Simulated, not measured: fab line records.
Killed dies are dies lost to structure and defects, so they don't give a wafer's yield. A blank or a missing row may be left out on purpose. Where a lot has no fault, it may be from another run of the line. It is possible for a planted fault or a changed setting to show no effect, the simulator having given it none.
Which tool is to blame? :: flow n5Finfet :: 11 lots (33 wafers sampled), 1 step of a 1938-step route

WHAT THE GAUGES SHOWED, per wafer
N5_MOL_CONTACT_COAG_CD_MEAS_84: the cd target is 25.1 nm.
lot: L075
measured: day 5 13:34
on: cdSem-01
cdNm (nm): 24.91 24.24 24.88

lot: L077
measured: day 5 19:41
on: cdSem-01
cdNm (nm): 25.19 25.13 25.44

lot: L079
measured: day 6 03:26
on: cdSem-03
cdNm (nm): 25.35 25.15 24.92

lot: L083
measured: day 7 15:02
on: cdSem-03
cdNm (nm): 25.28 25.71 25.23

lot: L085
measured: day 7 23:53
on: cdSem-03
cdNm (nm): 25.04 25.56 25.44

lot: L087
measured: day 8 06:44
on: cdSem-02
cdNm (nm): 25.27 24.75 25.02

lot: L089
measured: day 9 00:19
on: cdSem-03
cdNm (nm): 24.71 25.01 25.01

lot: L091
measured: day 9 13:17
on: cdSem-03
cdNm (nm): 24.46 24.73 24.77

lot: L093
measured: day 9 18:47
on: cdSem-02
cdNm (nm): 25.33 25.03 24.98

lot: L095
measured: day 10 10:26
on: cdSem-02
cdNm (nm): 25.51 25.38 24.67

lot: L097
measured: day 10 22:39
on: cdSem-01
cdNm (nm): 25.21 25.46 25.11

EACH LOT AND THE TOOL THAT RAN IT (in order: tool; ch and the chambers of the sampled wafers; start)
No process step before these readings appears in the record.

THE ANSWER, worked out from the rows above alone
Rule: what is usual is taken from the lots themselves. Put in order of their means at a reading, lots are off if they are a third of the lots or fewer, leave a main group of 4 or more, and stand apart from it by a gap of 3 or more times the standard deviation of the main group's means; of several such gaps the widest counts. If all means in a main group match to the digits the tables above print for the reading, that group is not used. A lot without any number at a reading at which 4 lots or more have one is off too. The other lots that the step has rows for count as sound.
Nothing can be told from this: no lot is off at any reading shown.

WHAT THE SIMULATOR PUT IN
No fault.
